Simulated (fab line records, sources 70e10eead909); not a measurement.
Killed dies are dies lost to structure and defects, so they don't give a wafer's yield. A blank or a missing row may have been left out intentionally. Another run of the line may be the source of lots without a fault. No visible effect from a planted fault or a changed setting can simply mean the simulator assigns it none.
Chamber matching -- flow nand_harc -- 4 sister chambers for NHARC_A_CONTACT_ETCH_110 on rie_diel-01
The step etches the open film in CF4/O2, target depth 50 nm, overetch 5 nm, time 27.5 s. 14 wafers are shown with their chamber, then 7 later ones without.

== EACH WAFER AND ITS CHAMBER ==
wafer,chamber,drypump_motor_current_A (A),rf_fwd_power_W (W),rf_vpp_V (V)
L076.2,1,5.6,296.1,198.6
L076.5,1,5.6,296.9,198.2
L076.6,2,6.7,294.6,196.5
L083.2,1,5.6,297.2,196.9
L083.3,2,6.7,295.1,197.5
L083.4,3,6.3,292.5,198.5
L087.2,3,6.3,293.4,200.9
L087.3,0,6.3,294.8,196.9
L087.5,2,6.6,292.1,197.7
L091.1,1,5.6,297.5,196.1
L091.5,1,5.6,297.8,197.6
L091.6,3,6.2,294.4,200.0
L089.2,0,6.3,296.2,200.2
L089.3,2,6.6,295.3,196.4

SIGNATURES (means of the wafers above)
reading,chamber 0,chamber 1,chamber 2,chamber 3,scatter within a chamber
drypump_motor_current_A,6.300,5.600,6.650,6.267,0.0408
rf_fwd_power_W,295.500,297.100,294.275,293.433,1.05
rf_vpp_V,198.550,197.480,197.025,199.800,1.17
Rule: a wafer's distance from a chamber is the root of the sum, over the readings, of the square of ((its reading less the chamber's mean) divided by the reading's scatter). The wafer belongs to the nearest chamber; if the next one is less than 2 further off, it can't be placed. The scatter is the square root of a quotient: the sum, over the shown wafers, of each reading's squared deviation from its chamber's mean, divided by wafers minus chambers.

== WAFERS MISSING THEIR CHAMBER ==
wafer,drypump_motor_current_A (A),rf_fwd_power_W (W),rf_vpp_V (V)
L089.5,5.7,297.3,195.7
L096.1,6.6,296.0,197.8
L096.2,6.2,292.1,198.5
L096.3,5.7,297.2,198.9
L097.2,5.6,296.1,197.2
L097.3,6.2,294.3,197.7
L097.5,6.3,294.8,199.2

== WHICH CHAMBER EACH WENT THROUGH ==
wafer,from the rows above,in truth
L089.5,1,1
L096.1,2,2
L096.2,can't be placed: 3 or 0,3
L096.3,1,1
L097.2,1,1
L097.3,can't be placed: 3 or 0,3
L097.5,can't be placed: 0 or 3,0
Correctly placed: 4 of 7. From these rows, 3 cannot be placed; in 3 the true chamber is one of the candidates. Placed wrongly: 0.
